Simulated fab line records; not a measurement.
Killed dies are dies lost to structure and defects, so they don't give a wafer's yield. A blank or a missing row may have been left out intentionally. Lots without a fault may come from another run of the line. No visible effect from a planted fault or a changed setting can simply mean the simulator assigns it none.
Lot-split experiment | flow n5-finfet | 39 wafers read across 7 lots, on a route 1938 steps long

SPLIT DETAILS
At N5_BEOL_M5_PECVD_70 (deposits SiO2 from TEOS/O2, target thk 16 nm, time 18 s), the setting time-s was moved away from the recipe's 18 s on 15 of the 39 wafers read, by -37.2% to +56.9%. For the rest of the wafers, this setting stayed at what the recipe calls for.

Reading taken at the split's own step.

THE READING
SiO2_of_BEOL_M5_PECVD_70.thk-nm (the simulator's own value, which no gauge read), in nm, at N5_BEOL_M5_PECVD_70 (deposits SiO2 from TEOS/O2, target thk 16 nm, time 18 s). No usual value for it is given in the file. The 24 wafers here that ran the recipe average 16.0 nm, standard deviation 0.23 nm.

wafer  | tool, chamber at the split | time-s as run, s | against the recipe | SiO2_of_BEOL_M5_PECVD_70.thk-nm, nm | against lot-mates on the recipe
L075.1 | pecvd-04, 0                | 18               | recipe             | 15.8                                | -
L075.2 | pecvd-04, 1,0              | 18               | recipe             | 16                                  | -
L075.5 | pecvd-04, 1,0              | 18               | recipe             | 16                                  | -
L075.3 | pecvd-04, 2                | 24.63            | +36.8%             | 21.6                                | +5.7
L075.4 | pecvd-04, 1,2              | 24.63            | +36.8%             | 21.8                                | +5.9
L075.6 | pecvd-04, 1,2              | 24.63            | +36.8%             | 21.8                                | +5.9
L082.1 | pecvd-03, 1                | 28.25            | +56.9%             | 24.6                                | +8.7
L082.2 | pecvd-03, 0                | 18               | recipe             | 15.8                                | -
L082.3 | pecvd-03, 2,0              | 18               | recipe             | 16                                  | -
L082.4 | pecvd-03, 2,0              | 18               | recipe             | 16                                  | -
L082.5 | pecvd-03, 2                | 28.25            | +56.9%             | 25                                  | +9.1
L082.6 | pecvd-03, 1                | 28.25            | +56.9%             | 25.2                                | +9.3
L083.2 | pecvd-03, 1,2              | 18               | recipe             | 15.8                                | -
L083.3 | pecvd-03, 1,2              | 18               | recipe             | 15.8                                | -
L083.4 | pecvd-03, 1                | 18               | recipe             | 16.2                                | -
L084.1 | pecvd-04, 0,2              | 22.51            | +25.1%             | 19.8                                | +3.9
L084.4 | pecvd-04, 0,2              | 22.51            | +25.1%             | 19.8                                | +3.9
L084.2 | pecvd-04, 2                | 18               | recipe             | 15.4                                | -
L084.3 | pecvd-04, 0                | 22.51            | +25.1%             | 20.2                                | +4.3
L084.5 | pecvd-04, 2                | 18               | recipe             | 16                                  | -
L084.6 | pecvd-04, 0                | 18               | recipe             | 16.4                                | -
L085.1 | pecvd-02, 1,0              | 11.31            | -37.2%             | 9.8                                 | -6.1
L085.4 | pecvd-02, 1,0              | 11.31            | -37.2%             | 9.8                                 | -6.1
L085.2 | pecvd-02, 0                | 11.31            | -37.2%             | 10                                  | -5.9
L085.3 | pecvd-02, 2,1              | 18               | recipe             | 15.8                                | -
L085.5 | pecvd-02, 2,1              | 18               | recipe             | 15.8                                | -
L085.6 | pecvd-02, 2                | 18               | recipe             | 16                                  | -
L090.1 | pecvd-04, 2                | 27.78            | +54.3%             | 24                                  | +8.1
L090.2 | pecvd-04, 1,0              | 18               | recipe             | 16                                  | -
L090.6 | pecvd-04, 1,0              | 18               | recipe             | 16                                  | -
L090.3 | pecvd-04, 0                | 18               | recipe             | 15.8                                | -
L090.4 | pecvd-04, 1,2              | 27.78            | +54.3%             | 24.6                                | +8.7
L090.5 | pecvd-04, 1,2              | 27.78            | +54.3%             | 24.6                                | +8.7
L093.1 | pecvd-03, 1                | 18               | recipe             | 16                                  | -
L093.2 | pecvd-03, 2                | 18               | recipe             | 15.8                                | -
L093.3 | pecvd-03, 0,2              | 18               | recipe             | 16.4                                | -
L093.6 | pecvd-03, 0,2              | 18               | recipe             | 16.4                                | -
L093.4 | pecvd-03, 0,1              | 18               | recipe             | 16.2                                | -
L093.5 | pecvd-03, 0,1              | 18               | recipe             | 16.2                                | -
If several chambers appear in one row, that row covers several wafers at once and the file leaves open which wafer was in which chamber.

THE FIT
A straight line over all 39 wafers: SiO2_of_BEOL_M5_PECVD_70.thk-nm changes by +0.158 nm for each +1% of time-s; r = +1.00; the points scatter about the line by 0.24 nm.
The same after taking each lot's own level away (the mean of its wafers on the recipe; 39 wafers): +0.158 nm for each +1%; r = +1.00; scatter 0.21 nm.
That fit puts the effect of the largest move of time-s on the reading at 9 nm.
The lots' own levels span 15.87 to 16.17 nm, that is 1.3 times the standard deviation above.
The two slopes agree, so the slope changes little with the lot-to-lot level.
Check: with one of the wafers moved furthest among these (+56.9%) left out of the fit, the line predicts +9.03 nm for it against its lot-mates. It came out at +8.67 nm against them.

ADDITIONAL SPLITS CARRIED BY THESE WAFERS
Other splits were also applied to these wafers ahead of the reading. Each is held against what the fit with the lots' levels taken away leaves over:
other split on the same wafers                  | wafers away from the commonest value | r with SiO2_of_BEOL_M5_PECVD_70.thk-nm (lot level and that fit taken away)
N5_ZERO_LAYER_DEVELOP_10 develop-time-s         | 15                                   | -0.04
N5_FIN_CUT_CUT_ETCH_26 target-depth-a           | 18                                   | -0.05
N5_STI_FIN_REVEAL_ALD_00 target-thk-a           | 15                                   | -0.08
N5_HKMG_FIN_PWFM_ALD_03 ald-cycles              | 12                                   | -0.19
N5_MOL_CONTACT_COAG_ETCHBACK_136 target-depth-a | 12                                   | -0.03
N5_BEOL_M1_PECVD_72 time-s                      | 9                                    | -0.11
N5_BEOL_M4_DESCUM_33 time-s                     | 9                                    | +0.02

FILE'S OWN FIT
SiO2_of_BEOL_M5_PECVD_70.thk-nm changes by +0.158 nm for each +1% of time-s, r = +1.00.
